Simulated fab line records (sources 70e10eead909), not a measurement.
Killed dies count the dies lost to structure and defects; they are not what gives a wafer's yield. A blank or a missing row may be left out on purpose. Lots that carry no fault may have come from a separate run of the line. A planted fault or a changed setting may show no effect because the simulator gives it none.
fab line records    flow nand_harc    part 1 of 2: steps 1 to 21 of 32
record: lots: 5  wafers: 15  last_day: 28
route steps=1302 shown P_M1@315 P_M2@318
lots that met no fault: taken from a fault-free run of the same line
start_h: the number of hours between the record's first day and the start of the first shown wafer of the lot    wait_h: hours elapsed since this lot's preceding step    " as in the row above    L1.1+2: one row covering several wafers at once    - value missing, or start not given    * or withheld: withheld    < > ~ a bound
route shown NAME@n: NAME is a module with steps in the file, n the number in the route of the first one    usual: the fault-free wafers' mean and standard deviation    same: alike in all rows    chamber/n: place in a boat    sites: per-site readings    _std_site: standard deviation across them    _edge_site: inner sites' mean taken away from outer sites' mean    radius_mm: for every site, how far away it sits from the centre of the wafer    mask NAME#n: copy n    behind: the last tool/chamber to shape the wafer    hold: reason for holding the lot/hours on hold/outcome of the hold    device: which transistor (n, p or np) failed to switch    end of line: tests run on the same wafers once the route is complete    a step with no rows: only its recipe    killed: count of dies lost to structure and defects at first sort (not the wafer's yield)    map: shows each die of a wafer: x if killed, . if not, _ if none is there
set.NAME: the setting as run; set.NAME@STEP: as run at that earlier step    model.NAME: the simulator's own value behind a step, which no gauge read
lots at selected steps of the route; one table per step, one row per wafer
services: when a tool's chamber went out of use (start_h, in hours from the record's first day, below 0 if earlier), for how many hours, and the reason
== steps ==
step: NHARC_P_M1_INSPECT_27
usual: raw_defect_count: 299/110
lot.wafer  tool               chamber  start_h  wait_h  raw_defect_count
L074.1     defect_inspect-02  -        141.77   0.0     126
L074.2     "                  -        "        "       128
L074.6     "                  -        "        "       156
L075.1     defect_inspect-02  -        143.65   0.0     337
L075.4     "                  -        "        "       463
L075.6     "                  -        "        "       240
L076.3     defect_inspect-02  -        143.95   0.0     334
L076.4     "                  -        "        "       384
L076.6     "                  -        "        "       251
L078.3     defect_inspect-01  -        168.22   0.0     251
L078.5     "                  -        "        "       254
L078.6     "                  -        "        "       531
L083.2     defect_inspect-02  -        220.04   0.0     300
L083.5     "                  -        "        "       350
L083.6     "                  -        "        "       407
step: NHARC_P_M1_PRE_CLEAN_32
recipe: time_s: 12  temp_c: 370  rf_power_w: 300  gas: NH3
usual: heater_power_w: 604/91  rf_fwd_power_W: 292.6/0.94
lot.wafer  tool      chamber  start_h  wait_h  heater_power_w  rf_fwd_power_W
L074.1     pecvd-03  0        141.84   0.1     464             291.4
L074.2     "         1        "        "       683             292.9
L074.6     "         0        "        "       478             292.0
L075.1     pecvd-01  1        143.72   0.1     704             292.2
L075.6     "         1        "        "       708             291.9
L075.4     "         0        "        "       693             291.9
L076.3     pecvd-03  1        144.05   0.1     638             293.9
L076.4     "         2        "        "       459             293.8
L076.6     "         0        "        "       479             291.9
L078.3     pecvd-01  2        168.31   0.1     545             293.2
L078.5     "         1        "        "       701             292.0
L078.6     "         2        "        "       557             293.4
L083.2     pecvd-03  0        220.13   0.1     572             292.2
L083.6     "         1        "        "       668             293.5
L083.5     "         0        "        "       573             292.7
step: NHARC_P_M1_DEP_33
recipe: target_thk_a: 300  temp_c: 370  target_thk_nm: 30  pressure_torr: 3  flow_sccm: 200  rf_w: 450  material: SiCN
usual: heater_power_w: 554/87  rf_fwd_power_W: 449.0/1.4
lot.wafer  tool      chamber  start_h  wait_h  heater_power_w  rf_fwd_power_W
L074.1     pecvd-03  0        141.92   0.1     492             449.1
L074.2     "         1        "        "       632             449.4
L074.6     "         0        "        "       487             448.8
L075.1     pecvd-01  1        143.80   0.1     701             449.6
L075.6     "         1        "        "       697             449.2
L075.4     "         0        "        "       652             449.2
L076.3     pecvd-03  1        144.19   0.1     723             450.1
L076.4     "         2        "        "       458             445.9
L076.6     "         0        "        "       496             450.1
L078.3     pecvd-01  2        168.41   0.1     531             448.3
L078.5     "         1        "        "       643             450.0
L078.6     "         2        "        "       518             450.0
L083.2     pecvd-03  0        220.27   0.1     491             447.9
L083.6     "         1        "        "       623             450.1
L083.5     "         0        "        "       499             449.6
step: NHARC_P_M2_DEP_00
recipe: target_thk_a: 1825  target_thk_nm: 182.5  temp_c: withheld  pressure_torr: 5  flow_sccm: 200  rf_w: 600  material: SiOC
usual: rf_fwd_power_W: 598.5/1.9
lot.wafer  tool      chamber  start_h  wait_h  rf_fwd_power_W
L074.1     pecvd-03  1        -        -       598.5
L074.2     "         0        "        "       598.5
L074.6     "         0        "        "       602.3
L075.1     pecvd-01  2        -        -       598.3
L075.6     "         1        "        "       598.9
L075.4     "         2        "        "       598.0
L076.3     pecvd-03  2        -        -       597.1
L076.4     "         2        "        "       596.5
L076.6     "         0        "        "       598.1
L078.3     pecvd-03  1        168.78   -       597.2
L078.6     "         2        "        "       597.1
L078.5     "         0        "        "       601.0
L083.2     pecvd-01  2        220.60   -       596.9
L083.5     "         2        "        "       596.5
L083.6     "         1        "        "       594.3
step: NHARC_P_M2_DEHYDRATE_01
recipe: temp_c: 150  time_s: 120
usual: chill_plate_temp_C: 23.01/0.11
lot.wafer  tool            chamber  start_h  wait_h  chill_plate_temp_C
L074.1     litho_track-04  0        142.71   -       23.04
L074.2     "               0        "        "       22.99
L074.6     "               0        "        "       22.96
L075.1     litho_track-04  0        144.60   -       23.05
L075.4     "               0        "        "       22.93
L075.6     "               0        "        "       23.06
L076.3     litho_track-06  0        144.90   -       22.90
L076.4     "               0        "        "       22.73
L076.6     "               0        "        "       23.03
L078.3     litho_track-06  0        169.18   -       23.11
L078.5     "               0        "        "       23.12
L078.6     "               0        "        "       22.99
L083.2     litho_track-01  0        221.00   -       22.91
L083.5     "               0        "        "       22.97
L083.6     "               0        "        "       22.87
step: NHARC_P_M2_HMDS_02
recipe: time_s: 30
usual: chill_plate_temp_C: 22.99/0.1
lot.wafer  tool            chamber  start_h  wait_h  chill_plate_temp_C
L074.1     litho_track-04  0        -        -       22.95
L074.2     "               0        "        "       23.01
L074.6     "               0        "        "       22.89
L075.1     litho_track-04  0        -        -       23.04
L075.4     "               0        "        "       22.98
L075.6     "               0        "        "       23.29
L076.3     litho_track-06  0        -        -       22.99
L076.4     "               0        "        "       22.94
L076.6     "               0        "        "       23.07
L078.3     litho_track-06  0        -        -       22.91
L078.5     "               0        "        "       22.96
L078.6     "               0        "        "       22.96
L083.2     litho_track-01  0        -        -       23.10
L083.5     "               0        "        "       22.97
L083.6     "               0        "        "       23.04
step: NHARC_P_M2_COAT_34
recipe: temp_c: 200  time_s: 65
usual: chill_plate_temp_C: 22.99/0.11
lot.wafer  tool            chamber  start_h  wait_h  chill_plate_temp_C
L074.1     litho_track-04  0        -        -       23.10
L074.2     "               0        "        "       23.08
L074.6     "               0        "        "       22.91
L075.1     litho_track-04  0        -        -       23.20
L075.4     "               0        "        "       23.13
L075.6     "               0        "        "       23.22
L076.3     litho_track-06  0        -        -       23.09
L076.4     "               0        "        "       23.04
L076.6     "               0        "        "       23.10
L078.3     litho_track-06  0        -        -       23.09
L078.5     "               0        "        "       22.87
L078.6     "               0        "        "       22.97
L083.2     litho_track-01  0        -        -       23.00
L083.5     "               0        "        "       22.97
L083.6     "               0        "        "       22.89
step: NHARC_P_M2_COAT_03
recipe: spin_rpm: 1500  resist_thk_nm: 90
usual: chill_plate_temp_C: 22.99/0.099
lot.wafer  tool            chamber  start_h  wait_h  chill_plate_temp_C
L074.1     litho_track-04  0        -        -       22.87
L074.2     "               0        "        "       22.97
L074.6     "               0        "        "       22.88
L075.1     litho_track-04  0        -        -       22.96
L075.4     "               0        "        "       22.88
L075.6     "               0        "        "       22.96
L076.3     litho_track-06  0        -        -       23.02
L076.4     "               0        "        "       22.95
L076.6     "               0        "        "       23.04
L078.3     litho_track-06  0        -        -       22.85
L078.5     "               0        "        "       23.20
L078.6     "               0        "        "       22.86
L083.2     litho_track-01  0        -        -       22.90
L083.5     "               0        "        "       23.00
L083.6     "               0        "        "       22.96
step: NHARC_P_M2_SOFTBAKE_04
recipe: temp_c: 105  time_s: 55
usual: chill_plate_temp_C: 23.02/0.11
lot.wafer  tool            chamber  start_h  wait_h  chill_plate_temp_C
L074.1     litho_track-04  0        -        -       23.08
L074.2     "               0        "        "       23.11
L074.6     "               0        "        "       22.93
L075.1     litho_track-04  0        -        -       22.97
L075.4     "               0        "        "       23.12
L075.6     "               0        "        "       23.20
L076.3     litho_track-06  0        -        -       22.93
L076.4     "               0        "        "       23.04
L076.6     "               0        "        "       22.95
L078.3     litho_track-06  0        -        -       22.93
L078.5     "               0        "        "       23.03
L078.6     "               0        "        "       22.96
L083.2     litho_track-01  0        -        -       23.25
L083.5     "               0        "        "       23.32
L083.6     "               0        "        "       23.23
step: NHARC_P_M2_EBR_05
usual: chill_plate_temp_C: 23.01/0.096
lot.wafer  tool            chamber  start_h  wait_h  chill_plate_temp_C
L074.1     litho_track-04  0        -        -       22.96
L074.2     "               0        "        "       23.06
L074.6     "               0        "        "       22.97
L075.1     litho_track-04  0        -        -       23.08
L075.4     "               0        "        "       23.05
L075.6     "               0        "        "       23.05
L076.3     litho_track-06  0        -        -       23.04
L076.4     "               0        "        "       22.93
L076.6     "               0        "        "       22.96
L078.3     litho_track-06  0        -        -       22.90
L078.5     "               0        "        "       22.75
L078.6     "               0        "        "       22.96
L083.2     litho_track-01  0        -        -       23.00
L083.5     "               0        "        "       22.89
L083.6     "               0        "        "       23.06
step: NHARC_P_M2_EXPOSE_06
recipe: na: 1.35  target_cd_nm: 170  dose_mj: 80.78  mask_id: P_M2
same: na: 1.35
lot.wafer   tool             chamber  start_h  wait_h  mask
L074.1+2+6  arfi_scanner-02  0        143.00   -       P_M2#0
L075.1+4+6  arfi_scanner-01  0        144.89   -       P_M2#0
L076.3+4+6  arfi_scanner-02  0        145.20   -       P_M2#0
L078.3+5+6  arfi_scanner-03  0        169.48   -       P_M2#0
L083.2+5+6  arfi_scanner-02  0        221.30   -       P_M2#0
step: NHARC_P_M2_PEB_07
recipe: peb_temp_c: 100  peb_time_s: 65
usual: chill_plate_temp_C: 23.01/0.097
lot.wafer  tool            chamber  start_h  wait_h  chill_plate_temp_C
L074.1     litho_track-01  0        143.06   0.1     23.01
L074.2     "               0        "        "       22.95
L074.6     "               0        "        "       23.18
L075.1     litho_track-01  0        144.95   0.1     23.01
L075.4     "               0        "        "       23.15
L075.6     "               0        "        "       23.03
L076.3     litho_track-06  0        145.25   0.0     22.93
L076.4     "               0        "        "       23.07
L076.6     "               0        "        "       23.01
L078.3     litho_track-01  0        169.53   0.0     23.09
L078.5     "               0        "        "       23.10
L078.6     "               0        "        "       23.11
L083.2     litho_track-04  0        221.36   0.1     22.78
L083.5     "               0        "        "       22.97
L083.6     "               0        "        "       22.85
step: NHARC_P_M2_DEVELOP_08
recipe: develop_time_s: 35  dev_temp_c: 23
usual: chill_plate_temp_C: 22.99/0.1
lot.wafer  tool            chamber  start_h  wait_h  chill_plate_temp_C
L074.1     litho_track-01  0        -        -       22.96
L074.2     "               0        "        "       23.01
L074.6     "               0        "        "       23.02
L075.1     litho_track-01  0        -        -       22.96
L075.4     "               0        "        "       23.11
L075.6     "               0        "        "       23.05
L076.3     litho_track-06  0        -        -       23.11
L076.4     "               0        "        "       23.18
L076.6     "               0        "        "       22.99
L078.3     litho_track-01  0        -        -       22.89
L078.5     "               0        "        "       23.02
L078.6     "               0        "        "       22.87
L083.2     litho_track-04  0        -        -       22.94
L083.5     "               0        "        "       23.11
L083.6     "               0        "        "       22.97
step: NHARC_P_M2_CD_MEAS_09
recipe: target_cd_nm: 170  landing_energy_ev: 500
usual: cd_nm: 170.3/0.59
lot.wafer  tool       chamber  start_h  wait_h  cd_nm
L074.1     cd_sem-01  0        143.14   -       170.5
L074.2     "          0        "        "       169.7
L074.6     "          0        "        "       170.8
L075.1     cd_sem-01  0        145.03   -       171.2
L075.4     "          0        "        "       170.1
L075.6     "          0        "        "       170.9
L076.3     cd_sem-03  0        145.33   -       169.0
L076.4     "          0        "        "       169.6
L076.6     "          0        "        "       169.8
L078.3     cd_sem-03  0        169.61   -       171.0
L078.5     "          0        "        "       170.8
L078.6     "          0        "        "       170.7
L083.2     cd_sem-02  0        221.44   -       169.7
L083.5     "          0        "        "       170.2
L083.6     "          0        "        "       170.2
step: NHARC_P_M2_OVL_MEAS_10
recipe: pitch_nm: 340
usual: overlay_x_nm: -0.2/0.7  overlay_y_nm: 0.0/0.9
lot.wafer  tool        chamber  start_h  wait_h  overlay_x_nm  overlay_y_nm
L074.1     overlay-01  -        143.23   -       -0.9          1.9
L074.2     "           -        "        "       -0.8          1.4
L074.6     "           -        "        "       -1.1          1.3
L075.1     overlay-01  -        145.12   -       -1.8          -1.6
L075.4     "           -        "        "       -1.9          -2.3
L075.6     "           -        "        "       -1.6          -2.2
L076.3     overlay-02  -        145.42   -       0.1           -1.3
L076.4     "           -        "        "       -0.1          -1.8
L076.6     "           -        "        "       -0.3          -1.0
L078.3     overlay-02  -        169.70   -       -0.7          1.0
L078.5     "           -        "        "       -0.5          1.3
L078.6     "           -        "        "       -0.1          1.1
L083.2     overlay-01  -        221.53   -       0.0           0.0
L083.5     "           -        "        "       0.5           -0.4
L083.6     "           -        "        "       0.2           -0.2
step: NHARC_P_M2_INSPECT_11
usual: raw_defect_count: 5/3.1
lot.wafer  tool               chamber  start_h  wait_h  raw_defect_count
L074.1     defect_inspect-01  -        143.26   0.0     1
L074.2     "                  -        "        "       3
L074.6     "                  -        "        "       7
L075.1     defect_inspect-02  -        145.15   0.0     2
L075.4     "                  -        "        "       1
L075.6     "                  -        "        "       1
L076.3     defect_inspect-02  -        145.45   0.0     7
L076.4     "                  -        "        "       3
L076.6     "                  -        "        "       2
L078.3     defect_inspect-02  -        169.73   0.0     4
L078.5     "                  -        "        "       3
L078.6     "                  -        "        "       4
L083.2     defect_inspect-02  -        221.57   0.0     9
L083.5     "                  -        "        "       6
L083.6     "                  -        "        "       4
step: NHARC_P_M2_DESCUM_14
recipe: time_s: 3  o2_flow_sccm: 200  ar_flow_sccm: 0  bias_power_w: 0  chemistry: O2
usual: drypump_motor_current_A: 5.7/0.57  mfc_ar_sccm: 0.008/0.011  oes_product_au: 1.000/0.011  rf_vpp_V: 57.9/0.89  showerhead_plenum_p_Torr: 1.95/0.092  throttle_valve_pct: 11.313/0.0091
lot.wafer  tool         chamber  start_h  wait_h  drypump_motor_current_A  mfc_ar_sccm  oes_product_au  rf_hours_counter_h  rf_vpp_V  showerhead_plenum_p_Torr  throttle_valve_pct
L074.2     rie_diel-12  1        143.33   0.1     5.0                      0            0.999           2.9                 58.0      1.95                      11.315
L074.1     "            0        "        "       6.4                      0.015        0.995           3.1                 59.0      2.03                      11.313
L074.6     "            2        "        "       5.4                      0.002        1.007           -                   56.9      1.83                      11.304
L075.1     rie_diel-06  2        145.24   0.1     5.2                      0.004        0.998           0.5                 57.9      2.07                      11.302
L075.4     "            3        "        "       5.8                      0            1.008           -                   57.2      1.79                      11.312
L075.6     "            2        "        "       5.2                      0.004        1.017           -                   58.9      2.07                      11.320
L076.3     rie_diel-12  1        145.51   0.1     5.0                      0            0.988           3.0                 57.8      1.95                      11.332
L076.4     "            0        "        "       6.4                      0.015        1.009           3.1                 57.5      2.03                      11.314
L076.6     "            1        "        "       5.0                      0            0.984           -                   57.7      1.95                      11.308
L078.3     rie_diel-06  0        169.82   0.1     5.8                      0.037        0.984           2.2                 58.4      1.96                      11.315
L078.6     "            1        "        "       5.1                      0.007        1.008           -                   57.7      2.05                      11.316
L078.5     "            2        "        "       5.2                      0.004        0.993           -                   57.6      2.07                      11.302
L083.2     rie_diel-07  0        221.63   0.1     6.3                      0.000        0.995           6.1                 57.8      1.86                      11.314
L083.5     "            3        "        "       6.6                      0.026        0.994           -                   56.7      1.88                      11.311
L083.6     "            0        "        "       6.3                      0.000        1.002           -                   59.1      1.86                      11.312
step: NHARC_P_M2_ETCH_35
recipe: target_depth_a: 400  overetch_a: 120  time_s: 43.94  ion_energy_ev: 200  n2_flow_sccm: 150  h2_flow_sccm: 150  ar_flow_sccm: 0  rf_w: 400  bias_w: 150  chemistry: N2/H2
usual: drypump_motor_current_A: 5.7/0.57  mfc_ar_sccm: 0.008/0.011  n2_flow_sccm: 150.0/0.5  oes_product_au: 1.000/0.012  rf_fwd_power_W: 395.3/1.6  rf_vpp_V: 431.4/3  showerhead_plenum_p_Torr: 2.07/0.1  throttle_valve_pct: 14.170/0.0099
lot.wafer  tool         chamber  start_h  wait_h  drypump_motor_current_A  mfc_ar_sccm  n2_flow_sccm  oes_product_au  rf_fwd_power_W  rf_hours_counter_h  rf_vpp_V  showerhead_plenum_p_Torr  throttle_valve_pct
L074.2     rie_diel-12  0        143.43   0.1     6.4                      0.015        151.0         0.996           393.1           3.1                 434.8     2.17                      14.175
L074.1     "            2        "        "       5.4                      0.002        150.5         1.014           395.7           2.4                 428.7     1.95                      14.174
L074.6     "            0        "        "       6.4                      0.015        150.6         1.006           393.4           -                   436.0     2.17                      14.180
L075.1     rie_diel-06  0        145.32   0.1     5.8                      0.037        150.3         0.985           394.3           0.5                 431.6     2.09                      14.186
L075.6     "            0        "        "       5.8                      0.037        149.3         0.983           395.6           -                   432.0     2.09                      14.173
L075.4     "            3        "        "       5.8                      0            150.0         0.995           394.7           -                   426.3     1.90                      14.174
L076.3     rie_diel-12  1        145.61   0.1     4.9                      0            150.0         0.993           397.4           3.0                 430.3     2.08                      14.166
L076.4     "            2        "        "       5.4                      0.002        149.4         1.003           392.7           2.5                 427.1     1.95                      14.179
L076.6     "            1        "        "       5.0                      0            149.7         0.996           398.7           -                   431.5     2.08                      14.172
L078.3     rie_diel-06  2        169.88   0.1     5.2                      0.004        150.2         1.000           398.1           1.7                 434.1     2.21                      14.186
L078.6     "            2        "        "       5.2                      0.004        149.4         0.999           395.9           -                   435.2     2.21                      14.176
L078.5     "            3        "        "       5.8                      0            150.2         1.003           396.3           -                   425.3     1.90                      14.163
L083.2     rie_diel-07  0        221.71   0.1     6.4                      0.000        150.3         1.005           395.2           6.1                 428.9     1.98                      14.156
L083.5     "            0        "        "       6.3                      0.000        150.3         1.007           395.7           -                   429.0     1.98                      14.183
L083.6     "            1        "        "       4.9                      0            149.8         0.993           395.2           -                   434.3     2.16                      14.155
step: NHARC_P_M2_ETCH_15
recipe: target_depth_a: 1825  time_s: 91.2  c4f8_flow_sccm: withheld  ar_flow_sccm: 400  rf_w: 600  bias_w: 300  chemistry: C4F8/Ar
usual: oes_product_au: 0.933/0.018  rf_fwd_power_W: 595.7/1.9  rf_vpp_V: 441.7/2.9
lot.wafer  tool         chamber  start_h  wait_h  oes_product_au  rf_fwd_power_W  rf_hours_counter_h  rf_vpp_V
L074.2     rie_diel-12  2        -        -       0.931           596.5           2.4                 438.3
L074.1     "            0        "        "       0.925           596.1           3.1                 444.3
L074.6     "            0        "        "       0.925           594.0           -                   444.9
L075.1     rie_diel-06  3        -        -       0.971           595.9           0.5                 436.7
L075.4     "            3        "        "       0.970           597.6           -                   436.3
L075.6     "            0        "        "       0.958           596.9           -                   442.9
L076.4     rie_diel-12  2        -        -       0.934           594.9           2.5                 437.9
L076.3     "            3        "        "       0.936           593.4           2.5                 444.1
L076.6     "            3        "        "       0.930           593.2           -                   444.7
L078.3     rie_diel-06  1        -        -       0.947           597.4           1.3                 446.2
L078.6     "            2        "        "       0.955           599.0           -                   444.7
L078.5     "            3        "        "       0.968           595.5           -                   436.9
L083.2     rie_diel-07  0        -        -       0.927           595.7           6.1                 439.4
L083.6     "            2        "        "       0.938           597.7           -                   440.9
L083.5     "            3        "        "       0.903           596.6           -                   440.8
step: NHARC_P_M2_CD_MEAS_16
usual: cd_nm: 170.3/0.78
lot.wafer  tool       chamber  start_h  wait_h  cd_nm
L074.1     cd_sem-03  -        143.67   -       170.7
L074.2     "          -        "        "       169.4
L074.6     "          -        "        "       171.5
L075.1     cd_sem-02  -        145.56   -       170.4
L075.4     "          -        "        "       169.4
L075.6     "          -        "        "       170.4
L076.3     cd_sem-03  -        145.82   -       168.4
L076.4     "          -        "        "       168.5
L076.6     "          -        "        "       168.9
L078.3     cd_sem-01  -        170.11   -       170.9
L078.5     "          -        "        "       171.1
L078.6     "          -        "        "       170.4
L083.2     cd_sem-01  -        221.93   -       169.8
L083.5     "          -        "        "       169.5
L083.6     "          -        "        "       170.4
step: NHARC_P_M2_STRIP_18
recipe: power_w: 1000  n2_flow_sccm: 150  h2_flow_sccm: 150  ar_flow_sccm: 0  bias_w: 0  chemistry: N2/H2
usual: drypump_motor_current_A: 5.8/0.59  mfc_ar_sccm: 0.008/0.011  n2_flow_sccm: 150.0/0.46  oes_product_au: 1.001/0.011  power_w: 1000/3.1  rf_fwd_power_W: 997/3  rf_vpp_V: 90.8/1  showerhead_plenum_p_Torr: 2.07/0.095  throttle_valve_pct: 14.172/0.0086
lot.wafer  tool         chamber  start_h  wait_h  drypump_motor_current_A  mfc_ar_sccm  n2_flow_sccm  oes_product_au  power_w  rf_fwd_power_W  rf_hours_counter_h  rf_vpp_V  showerhead_plenum_p_Torr  throttle_valve_pct
L074.2     rie_diel-07  0        143.75   0.1     6.3                      0.000        149.6         1.019           1005     994             0.9                 89.4      1.98                      14.169
L074.1     "            1        "        "       4.9                      0            150.1         0.987           997      999             0.9                 92.3      2.17                      14.173
L074.6     "            0        "        "       6.3                      0.000        150.2         1.004           1004     995             -                   90.0      1.98                      14.159
L075.1     rie_diel-07  0        145.69   0.1     6.3                      0.000        150.7         1.021           998      997             1.0                 88.2      1.98                      14.164
L075.4     "            1        "        "       4.9                      0            150.3         0.983           1000     997             1.0                 91.8      2.17                      14.167
L075.6     "            2        "        "       6.3                      0            149.9         1.010           1000     995             -                   90.8      2.03                      14.172
L076.3     rie_diel-06  2        145.96   0.1     5.2                      0.004        149.7         1.009           1003     997             0.6                 92.5      2.21                      14.173
L076.6     "            3        "        "       5.8                      0            150.4         1.008           998      997             -                   91.0      1.90                      14.177
L076.4     "            2        "        "       5.2                      0.004        150.2         1.009           999      996             -                   93.4      2.21                      14.164
L078.3     rie_diel-12  0        170.23   0.1     6.4                      0.015        149.8         0.996           1006     997             3.8                 91.6      2.17                      14.192
L078.6     "            2        "        "       5.4                      0.002        149.9         1.013           1000     1003            -                   89.3      1.95                      14.168
L078.5     "            3        "        "       5.7                      0.006        149.4         1.001           1006     1003            -                   91.9      2.17                      14.170
L083.2     rie_diel-06  2        222.04   0.1     5.2                      0.004        149.4         1.008           998      996             3.6                 91.0      2.21                      14.150
L083.5     "            1        "        "       5.1                      0.007        149.7         1.000           1003     993             -                   93.0      2.19                      14.176
L083.6     "            2        "        "       5.2                      0.004        149.2         1.006           1004     997             -                   92.6      2.21                      14.165
